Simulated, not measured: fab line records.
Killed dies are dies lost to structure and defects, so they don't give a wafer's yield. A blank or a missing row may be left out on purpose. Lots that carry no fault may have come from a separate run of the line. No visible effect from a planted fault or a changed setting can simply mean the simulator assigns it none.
Split-lot trial | flow n5-finfet | on a route of 1938 steps: 7 lots, 21 wafers read

== THE SPLIT ==
At N5_SD_EPI_N_PEB_07 (peb time 60 s), the setting peb-temp-c was moved away from the recipe's 110 C on 7 of the 21 wafers read, by -3.4% to -0.9%. The other wafers ran this setting at the recipe's value.

== FROM SPLIT TO READING: 1 step shown by the file between the two ==
- N5_SD_EPI_N_DEVELOP_08: develop time 30 s (also split here: develop-time-s)

== THE READING ==
cd-nm at N5_SD_EPI_N_CD_MEAS_09, given in nm (cd target 120 nm). Fault-free wafers of this fab line usually give 119.7 nm, standard deviation 0.72 nm.

wafer  | tool, chamber at the split | peb-temp-c as run, C | against the recipe | cd-nm, nm | against lot-mates on the recipe
L076.1 | litho-track-05, 0          | 110                  | recipe             | 119.7     | -
L076.3 | litho-track-05, 0          | 107.7                | -2.1%              | 112.2     | -6.6
L076.5 | litho-track-05, 0          | 110                  | recipe             | 117.9     | -
L080.1 | litho-track-01, 0          | 110                  | recipe             | 118.5     | -
L080.2 | litho-track-01, 0          | 110                  | recipe             | 119.5     | -
L080.3 | litho-track-01, 0          | 110                  | recipe             | 119.1     | -
L081.2 | litho-track-01, 0          | 110                  | recipe             | 120.7     | -
L081.3 | litho-track-01, 0          | 110                  | recipe             | 119.8     | -
L081.5 | litho-track-01, 0          | 106.9                | -2.8%              | 112.0     | -8.2
L088.3 | litho-track-02, 0          | 106.3                | -3.4%              | 109.7     | -11.4
L088.4 | litho-track-02, 0          | 110                  | recipe             | 121.1     | -
L088.5 | litho-track-02, 0          | 106.3                | -3.4%              | 111.7     | -9.4
L089.1 | litho-track-01, 0          | 110                  | recipe             | 119.5     | -
L089.2 | litho-track-01, 0          | 110                  | recipe             | 119.7     | -
L089.4 | litho-track-01, 0          | 110                  | recipe             | 120.5     | -
L095.2 | litho-track-02, 0          | 110                  | recipe             | 119.9     | -
L095.4 | litho-track-02, 0          | 110                  | recipe             | 120.2     | -
L095.5 | litho-track-02, 0          | 107.6                | -2.2%              | 112.9     | -7.2
L097.1 | litho-track-02, 0          | 110                  | recipe             | 119.8     | -
L097.2 | litho-track-02, 0          | 109                  | -0.9%              | 116.1     | -3.7
L097.4 | litho-track-02, 0          | 109                  | -0.9%              | 116.4     | -3.4

THE FIT
A straight line over all 21 wafers: cd-nm changes by +2.83 nm for each +1% of peb-temp-c; r = +0.97; the points scatter about the line by 0.91 nm.
The same after taking each lot's own level away (the mean of its wafers on the recipe; 21 wafers): +3.09 nm for each +1%; r = +0.99; scatter 0.59 nm.
According to that fit, moving peb-temp-c by its largest amount changes the reading by 10 nm.
The lots' own levels span 118.80 to 121.10 nm, that is 3.2 times the standard deviation above.
Hence the lot-to-lot level has little effect on the slope; both slopes agree.
Check: for one of the wafers moved furthest among these (-3.4%), held out of the fit, the line's prediction against its lot-mates is -10.1 nm. Against them it came out at -11.4 nm.

== THE OTHER SPLITS THESE WAFERS WENT THROUGH ==
Before the reading, these wafers also passed through other splits. Each is held against what the fit with the lots' levels taken away leaves over:
other split on the same wafers        | wafers away from the commonest value | r with cd-nm (lot level and that fit taken away)
N5_WELL_APT_EXPOSE_22 dose-mj         | 7                                    | +0.36
N5_WELL_APT_PEB_23 peb-temp-c         | 3                                    | -0.09
N5_FIN_SAQP_PECVD_06 time-s           | 9                                    | -0.15
N5_FIN_SAQP_PEB_14 peb-time-s         | 0                                    | -
N5_FIN_CUT_EXPOSE_05 dose-mj          | 7                                    | -0.11
N5_DUMMY_GATE_DESCUM_20 time-s        | 8                                    | +0.26
N5_SD_EPI_N_DEVELOP_08 develop-time-s | 9                                    | +0.50

== THE WHOLE CHAIN: every reading that the file lists as answering this split, in the file's order ==
step                   | what it does                                     | reading                                                         | change (the file's fit)              | r (the file's)
N5_SD_EPI_N_CD_MEAS_09 | target cd 120 nm                                 | cd-nm                                                           | +3.1 nm for each +1% of the setting  | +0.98
N5_SD_EPI_N_DESCUM_14  | chemistry O2, time 7.9 s                         | SD_EPI_N.cd-nm (the simulator's own value, which no gauge read) | +3.08 nm for each +1% of the setting | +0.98
N5_SD_EPI_N_ETCH_35    | etches SOC in N2/H2, overetch 108 nm, time 486 s | SD_EPI_N.cd-nm (the simulator's own value, which no gauge read) | +3.43 nm for each +1% of the setting | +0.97

== THE FILE'S OWN FIT ==
cd-nm changes by +3.1 nm for each +1% of peb-temp-c, r = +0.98.
